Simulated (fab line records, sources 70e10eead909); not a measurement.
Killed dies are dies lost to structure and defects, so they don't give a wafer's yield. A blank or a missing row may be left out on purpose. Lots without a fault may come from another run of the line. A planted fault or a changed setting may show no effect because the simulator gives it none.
fab line records | flow nand_harc | part 1 of 2: steps 1 to 4 of 6
record lots=21 wafers=63 last_day=24
route steps=1159 shown A_CONTACT@873
lots that met no fault: from a run of the same line without faults
start_h: hours from the record's first day to the start of the lot's first wafer shown | wait_h: hours since the lot's step before | " the same as in the row above | L1.1+2: a row that stands for several wafers | - no value, or no start given | * or withheld: withheld | < > ~ a bound
route shown NAME@n: a module of which the file shows steps, and the number in the route of the first | usual: mean/standard deviation of fault-free wafers | same: alike in all rows | chamber/n: place in a boat | sites: the reading at each site | _std_site: their standard deviation | _edge_site: outer sites' mean less inner sites' | radius_mm: how far each site lies from the wafer's centre | mask NAME#n: copy n | behind: the tool/chamber that last shaped the wafer | hold: why the lot was held/for how many hours/how that ended | device: the transistor (n, p or np) that didn't switch | end of line: the same wafers' tests at the end of the route | a step without rows: its recipe alone | killed: dies lost to structure and defects at the first sort, not the wafer's yield | map: a wafer's dies, x killed, . not, _ none there
set.NAME: the setting as run; set.NAME@STEP: as run at that earlier step | model.NAME: the simulator's own value behind a step, which no gauge read
steps of the route over a sample of lots; a table a step, a row a wafer
services: from which hour (start_h, from the record's first day; less than 0 if before it) a tool's chamber was out of use, for how many hours, and why
## steps
# step NHARC_A_CONTACT_ETCH_122
# recipe source_w=withheld pressure_mtorr=20 bias_v=3000 time_s=95 target_depth_a=9300 ar_flow_sccm=withheld c4f8_flow_sccm=withheld o2_flow_sccm=withheld chemistry=C4F8/O2/Ar
# columns lot.wafer tool chamber start_h wait_h rf_hours_counter_h
L074.2 har_cap_etch-02 0 366.37 0.1 8
L074.4 " 0 " " -
L074.6 " 0 " " -
L075.1 har_cap_etch-01 0 377.41 0.1 59
L075.3 " 0 " " -
L075.6 " 1 " " -
L076.2 har_cap_etch-02 1 378.24 0.1 11
L076.3 " 1 " " -
L076.5 " 1 " " -
L078.3 har_cap_etch-02 1 384.38 0.1 -
L078.5 " 1 " " -
L078.6 " 0 " " -
L077.1 har_cap_etch-03 0 384.84 0.1 88
L077.3 " 1 " " -
L077.5 " 1 " " -
L079.2 har_cap_etch-01 0 403.49 0.1 63
L079.1 " 1 " " 63
L079.3 " 0 " " -
L080.1 har_cap_etch-03 0 412.67 0.1 92
L080.5 " 0 " " -
L080.6 " 1 " " -
L081.4 har_cap_etch-01 1 420.42 0.1 -
L081.5 " 1 " " -
L081.6 " 0 " " -
L082.4 har_cap_etch-03 0 422.48 0.1 -
L082.3 " 1 " " -
L082.6 " 0 " " -
L083.2 har_cap_etch-02 1 425.16 0.1 18
L083.3 " 0 " " -
L083.4 " 1 " " -
L086.1 har_cap_etch-03 1 442.21 0.1 97
L086.3 " 1 " " -
L086.5 " 1 " " -
L087.2 har_cap_etch-01 0 443.68 0.1 70
L087.3 " 1 " " -
L087.5 " 0 " " -
L088.1 har_cap_etch-03 0 458.70 0.1 102
L088.3 " 0 " " -
L088.6 " 1 " " -
L090.2 har_cap_etch-02 1 463.33 0.1 26
L090.1 " 0 " " 26
L090.3 " 1 " " -
L091.4 har_cap_etch-01 1 475.58 0.1 -
L091.5 " 1 " " -
L091.6 " 0 " " -
L093.2 har_cap_etch-03 1 477.26 0.1 105
L093.3 " 1 " " -
L093.6 " 1 " " -
L094.1 har_cap_etch-01 0 480.51 0.1 77
L094.3 " 0 " " -
L094.5 " 0 " " -
L092.2 har_cap_etch-01 1 488.17 0.1 79
L092.1 " 0 " " 79
L092.6 " 1 " " -
L097.2 har_cap_etch-03 1 507.44 0.1 110
L097.3 " 1 " " -
L097.6 " 1 " " -
L095.2 har_cap_etch-02 0 509.66 0.1 32
L095.4 " 0 " " -
L095.3 " 1 " " -
L096.1 har_cap_etch-01 0 511.76 0.1 81
L096.4 " 1 " " -
L096.3 " 0 " " -
# step NHARC_A_CONTACT_ETCH_96
# recipe target_depth_a=200 over_etch_frac=0.5 time_s=10 ion_energy_ev=250 c4f6_flow_sccm=25 o2_flow_sccm=20 ar_flow_sccm=500 rf_w=600 bias_w=500 chemistry=C4F6/O2
# usual drypump_motor_current_A=5.6/0.52 mfc_ar_sccm=499.9/1.5 oes_product_au=0.973/0.025 rf_vpp_V=548/3.7 showerhead_plenum_p_Torr=3.97/0.17 throttle_valve_pct=26.902/0.011
# columns lot.wafer tool chamber start_h wait_h drypump_motor_current_A mfc_ar_sccm oes_product_au rf_hours_counter_h rf_vpp_V showerhead_plenum_p_Torr throttle_valve_pct
L074.2 rie_diel-02 0 - - 6.3 500.0 0.967 7 552 4.13 26.910
L074.4 " 3 " " 5.8 499.3 0.967 8 550 4.08 26.903
L074.6 " 1 " " 4.9 498.0 0.968 - 547 4.00 26.903
L075.3 rie_diel-02 2 - - 5.5 499.0 0.946 10 542 3.68 26.897
L075.1 " 0 " " 6.3 502.0 0.934 11 552 4.13 26.891
L075.6 " 2 " " 5.5 499.2 0.942 - 543 3.68 26.897
L076.2 rie_diel-02 3 - - 5.8 498.7 0.946 11 551 4.07 26.895
L076.3 " 1 " " 4.9 497.8 0.941 8 549 3.99 26.879
L076.5 " 3 " " 5.8 498.5 0.932 - 551 4.07 26.898
L078.3 rie_diel-02 2 - - 5.5 502.0 0.941 12 543 3.68 26.889
L078.5 " 0 " " 6.3 503.8 0.943 - 550 4.12 26.922
L078.6 " 1 " " 5.0 502.5 0.932 - 547 3.99 26.891
L077.1 rie_diel-11 3 - - 5.9 500.2 1.005 2 551 4.15 26.905
L077.3 " 0 " " 5.1 501.1 0.995 4 553 4.22 26.887
L077.5 " 2 " " 4.8 500.9 0.991 - 550 4.08 26.921
L079.3 rie_diel-12 1 - - 5.0 498.7 0.987 5 543 3.72 26.899
L079.2 " 2 " " 5.8 500.7 1.001 5 547 3.90 26.893
L079.1 " 0 " " 5.7 499.4 0.997 4 546 3.89 26.907
L080.1 rie_diel-02 0 - - 6.3 499.5 0.998 16 548 4.12 26.912
L080.5 " 3 " " 5.8 496.9 0.996 - 550 4.07 26.914
L080.6 " 0 " " 6.3 501.0 0.985 - 551 4.12 26.908
L081.4 rie_diel-11 1 - - 6.4 500.6 1.004 19 541 3.71 26.899
L081.5 " 0 " " 5.1 501.5 0.993 - 552 4.22 26.900
L081.6 " 1 " " 6.4 501.3 1.003 - 541 3.71 26.901
L082.4 rie_diel-12 0 - - 5.7 501.1 0.985 10 548 3.89 26.908
L082.3 " 1 " " 5.0 502.3 0.987 11 542 3.72 26.908
L082.6 " 0 " " 5.7 499.3 0.989 - 545 3.89 26.919
L083.2 rie_diel-11 3 - - 6.0 500.4 0.944 16 551 4.14 26.903
L083.4 " 0 " " 5.1 499.5 0.947 19 552 4.22 26.911
L083.3 " 1 " " 6.4 501.9 0.968 22 543 3.71 26.909
L086.3 rie_diel-02 1 - - 5.0 498.1 1.001 19 549 3.99 26.905
L086.1 " 2 " " 5.5 500.9 1.008 20 542 3.68 26.904
L086.5 " 1 " " 4.9 500.6 1.000 - 548 3.99 26.900
L087.2 rie_diel-12 3 - - 6.0 499.1 0.978 18 549 4.03 26.899
L087.3 " 0 " " 5.7 497.3 0.981 17 547 3.88 26.892
L087.5 " 0 " " 5.7 497.6 0.985 - 546 3.88 26.895
L088.1 rie_diel-02 2 - - 5.5 500.7 0.941 24 542 3.67 26.888
L088.3 " 0 " " 6.3 499.8 0.959 25 550 4.12 26.914
L088.6 " 3 " " 5.8 500.1 0.936 - 550 4.07 26.905
L090.2 rie_diel-02 2 - - 5.5 499.7 1.002 25 541 3.67 26.907
L090.1 " 3 " " 5.8 501.8 0.992 25 549 4.06 26.891
L090.3 " 0 " " 6.3 499.8 0.999 26 551 4.12 26.903
L091.4 rie_diel-12 0 - - 5.7 499.1 0.996 31 546 3.88 26.903
L091.5 " 0 " " 5.8 500.2 0.989 - 548 3.88 26.886
L091.6 " 1 " " 5.0 500.7 0.981 - 544 3.70 26.906
L093.3 rie_diel-02 0 - - 6.3 503.3 0.987 29 550 4.11 26.904
L093.2 " 1 " " 4.9 500.5 0.983 27 549 3.98 26.915
L093.6 " 3 " " 5.8 498.9 0.991 - 551 4.06 26.900
L094.3 rie_diel-02 0 - - 6.3 499.5 0.939 30 549 4.11 26.913
L094.1 " 1 " " 4.9 497.2 0.930 29 548 3.98 26.894
L094.5 " 1 " " 4.9 498.7 0.935 - 548 3.98 26.904
L092.2 rie_diel-12 3 - - 6.0 501.1 0.978 37 549 4.02 26.915
L092.1 " 1 " " 5.0 497.7 0.974 35 541 3.70 26.910
L092.6 " 3 " " 6.0 502.7 0.994 - 548 4.02 26.900
L097.2 rie_diel-11 2 - - 4.9 499.8 0.956 48 549 4.05 26.911
L097.3 " 0 " " 5.1 498.9 0.958 48 552 4.20 26.888
L097.6 " 2 " " 4.9 498.5 0.954 - 550 4.05 26.912
L095.2 rie_diel-11 0 510.80 0.2 5.1 500.0 0.975 49 551 4.20 26.899
L095.3 " 2 " " 4.8 495.9 0.980 49 550 4.05 26.910
L095.4 " 0 " " 5.1 501.8 0.987 - 553 4.20 26.898
L096.1 rie_diel-11 3 512.60 0.1 5.9 501.5 0.956 45 549 4.12 26.886
L096.3 " 0 " " 5.1 501.0 0.950 50 552 4.20 26.920
L096.4 " 2 " " 4.8 498.5 0.950 - 550 4.05 26.894
# step NHARC_A_CONTACT_DESCUM_74
# recipe time_s=3 o2_flow_sccm=200 ar_flow_sccm=0 bias_power_w=0 chemistry=O2
# usual drypump_motor_current_A=5.6/0.53 mfc_ar_sccm=0.009/0.015 oes_product_au=1.000/0.0069 rf_vpp_V=57.9/0.98 showerhead_plenum_p_Torr=1.93/0.096 throttle_valve_pct=11.313/0.0093
# columns lot.wafer tool chamber start_h wait_h drypump_motor_current_A mfc_ar_sccm oes_product_au rf_hours_counter_h rf_vpp_V showerhead_plenum_p_Torr throttle_valve_pct
L074.4 rie_diel-02 0 372.92 0.2 6.3 0 0.995 8 57.8 2.02 11.312
L074.2 " 2 " " 5.5 0 1.004 8 57.5 1.78 11.301
L074.6 " 0 " " 6.3 0 1.002 - 57.8 2.02 11.332
L075.1 rie_diel-11 3 382.45 0.1 5.9 0 1.006 0 58.7 2.03 11.312
L075.3 " 1 " " 6.4 0 0.997 2 57.8 1.81 11.310
L075.6 " 2 " " 4.8 0 1.003 - 59.2 2.00 11.317
L076.2 rie_diel-11 0 383.41 0.3 5.0 0.034 1.003 2 59.1 2.08 11.305
L076.3 " 3 " " 6.0 0 1.002 1 56.4 2.03 11.300
L076.5 " 0 " " 5.1 0.034 0.991 - 58.6 2.08 11.305
L078.3 rie_diel-11 2 389.06 0.1 4.8 0 1.019 5 57.5 2.00 11.308
L078.6 " 1 " " 6.4 0 1.010 - 57.6 1.80 11.314
L078.5 " 2 " " 4.8 0 1.006 - 58.4 2.00 11.306
L077.3 rie_diel-02 3 389.66 0.1 5.8 0.034 0.997 13 57.5 1.99 11.330
L077.1 " 1 " " 4.9 0 0.998 11 58.1 1.95 11.315
L077.5 " 2 " " 5.5 0 0.993 - 57.1 1.78 11.319
L079.1 rie_diel-02 3 409.68 0.1 5.8 0.034 0.992 15 58.0 1.99 11.331
L079.2 " 0 " " 6.3 0 0.997 16 58.1 2.02 11.327
L079.3 " 2 " " 5.5 0 1.005 14 56.0 1.78 11.315
L080.1 rie_diel-02 2 420.84 0.1 5.5 0 1.005 16 56.1 1.78 11.308
L080.5 " 1 " " 4.9 0 0.998 - 57.9 1.95 11.302
L080.6 " 2 " " 5.5 0 1.000 - 58.4 1.78 11.310
L081.4 rie_diel-02 2 425.00 0.1 5.5 0 1.002 17 56.6 1.78 11.317
L081.5 " 2 " " 5.5 0 1.001 - 56.6 1.78 11.318
L081.6 " 3 " " 5.8 0.034 0.998 - 57.8 1.99 11.305
L082.3 rie_diel-12 1 427.65 0.1 5.0 0.034 1.008 11 57.7 1.80 11.317
L082.4 " 3 " " 5.9 0 1.003 12 58.3 1.97 11.301
L082.6 " 1 " " 5.0 0.034 0.999 - 57.9 1.80 11.308
L083.2 rie_diel-12 2 429.82 0.1 5.7 0.010 1.002 13 57.8 1.90 11.324
L083.4 " 3 " " 5.9 0 0.996 13 60.1 1.97 11.298
L083.3 " 0 " " 5.7 0 0.997 11 57.3 1.89 11.323
L086.1 rie_diel-02 3 447.07 0.1 5.8 0.034 0.997 21 57.6 1.99 11.301
L086.3 " 1 " " 5.0 0 1.006 19 57.1 1.95 11.322
L086.5 " 0 " " 6.3 0 1.004 - 59.2 2.02 11.329
L087.2 rie_diel-11 2 448.88 0.1 4.8 0 0.997 30 58.9 1.99 11.310
L087.3 " 0 " " 5.1 0.034 0.996 27 58.8 2.07 11.294
L087.5 " 1 " " 6.4 0 0.995 - 57.4 1.80 11.307
L088.1 rie_diel-02 1 464.41 0.1 4.9 0 0.987 24 57.4 1.95 11.325
L088.3 " 2 " " 5.5 0 0.995 25 54.8 1.78 11.310
L088.6 " 1 " " 4.9 0 0.996 - 57.7 1.95 11.301
L090.1 rie_diel-02 2 467.94 0.1 5.5 0 1.002 26 57.4 1.78 11.310
L090.3 " 3 " " 5.8 0.034 1.008 26 57.2 1.99 11.312
L090.2 " 0 " " 6.3 0 1.008 27 59.1 2.02 11.309
L091.4 rie_diel-02 3 480.14 0.1 5.8 0.034 1.009 29 58.1 1.99 11.312
L091.6 " 2 " " 5.5 0 1.020 - 57.4 1.78 11.332
L091.5 " 3 " " 5.8 0.034 1.001 - 58.4 1.99 11.320
L093.2 rie_diel-11 0 482.46 0.1 5.1 0.034 0.995 41 57.7 2.06 11.324
L093.3 " 1 " " 6.4 0 1.006 44 57.8 1.79 11.301
L093.6 " 0 " " 5.1 0.034 0.998 - 58.3 2.06 11.297
L094.3 rie_diel-11 3 487.62 0.1 5.9 0 1.009 38 58.5 2.02 11.318
L094.1 " 0 " " 5.0 0.034 0.990 42 58.4 2.06 11.302
L094.5 " 1 " " 6.4 0 1.015 - 57.0 1.79 11.306
L092.1 rie_diel-02 2 494.24 0.1 5.5 0 1.003 32 58.3 1.78 11.317
L092.2 " 3 " " 5.8 0.034 0.992 31 58.4 1.99 11.320
L092.6 " 2 " " 5.5 0 0.997 - 57.1 1.78 11.319
L097.2 rie_diel-12 2 512.07 0.1 5.8 0.010 0.999 47 56.3 1.89 11.310
L097.3 " 3 " " 6.0 0 0.992 43 57.9 1.96 11.302
L097.6 " 2 " " 5.8 0.010 1.006 - 57.3 1.88 11.326
L095.3 rie_diel-02 3 514.99 0.1 5.7 0.034 0.988 0 57.8 1.99 11.319
L095.2 " 1 " " 4.9 0 0.990 0 59.0 1.94 11.310
L095.4 " 2 " " 5.5 0 1.000 - 58.0 1.78 11.325
L096.1 rie_diel-11 2 517.28 0.1 4.8 0 1.001 53 58.4 1.98 11.316
L096.3 " 0 " " 5.1 0.034 1.004 52 56.6 2.06 11.337
L096.4 " 3 " " 5.9 0 1.001 - 58.5 2.02 11.316
# step NHARC_A_CONTACT_ETCH_125
# recipe source_w=withheld pressure_mtorr=20 bias_v=1200 time_s=155 target_depth_a=9560 ar_flow_sccm=withheld c4f8_flow_sccm=withheld o2_flow_sccm=withheld chemistry=C4F8/O2/Ar
# columns lot.wafer tool chamber start_h wait_h rf_hours_counter_h
L074.2 har_cap_etch-02 1 374.27 0.2 9
L074.4 " 0 " " -
L074.6 " 1 " " -
L075.1 har_cap_etch-01 1 384.32 0.2 60
L075.3 " 1 " " -
L075.6 " 0 " " -
L076.2 har_cap_etch-02 0 385.20 0.2 13
L076.3 " 1 " " -
L076.5 " 1 " " -
L078.3 har_cap_etch-03 1 390.42 0.1 -
L078.5 " 1 " " -
L078.6 " 0 " " -
L077.1 har_cap_etch-01 1 391.10 0.2 61
L077.3 " 1 " " -
L077.5 " 1 " " -
L079.1 har_cap_etch-02 0 411.46 0.2 16
L079.2 " 1 " " 16
L079.3 " 0 " " -
L080.1 har_cap_etch-01 0 422.25 0.2 65
L080.6 " 0 " " -
L080.5 " 1 " " -
L081.4 har_cap_etch-03 1 426.37 0.1 -
L081.5 " 1 " " -
L081.6 " 0 " " -
L082.3 har_cap_etch-01 0 429.02 0.1 -
L082.4 " 1 " " -
L082.6 " 1 " " -
L083.2 har_cap_etch-03 1 431.28 0.2 95
L083.4 " 0 " " -
L083.3 " 1 " " -
L086.1 har_cap_etch-02 1 448.93 0.2 22
L086.3 " 0 " " -
L086.5 " 1 " " -
L087.2 har_cap_etch-03 0 450.22 0.2 99
L087.3 " 0 " " -
L087.5 " 0 " " -
L088.1 har_cap_etch-01 0 465.82 0.2 74
L088.3 " 1 " " -
L088.6 " 0 " " -
L090.2 har_cap_etch-03 1 469.26 0.2 103
L090.1 " 0 " " 103
L090.3 " 1 " " -
L091.4 har_cap_etch-03 1 481.55 0.1 -
L091.6 " 0 " " -
L091.5 " 1 " " -
L093.2 har_cap_etch-02 0 483.94 0.3 28
L093.3 " 1 " " -
L093.6 " 0 " " -
L094.1 har_cap_etch-02 0 488.99 0.2 30
L094.3 " 1 " " -
L094.5 " 1 " " -
L092.1 har_cap_etch-03 1 495.58 0.2 108
L092.2 " 0 " " 108
L092.6 " 1 " " -
L097.2 har_cap_etch-03 0 513.58 0.2 110
L097.3 " 1 " " -
L097.6 " 1 " " -
L095.2 har_cap_etch-03 1 516.61 0.2 112
L095.4 " 1 " " -
L095.3 " 0 " " -
L096.1 har_cap_etch-02 1 519.01 0.2 34
L096.3 " 1 " " -
L096.4 " 0 " " -
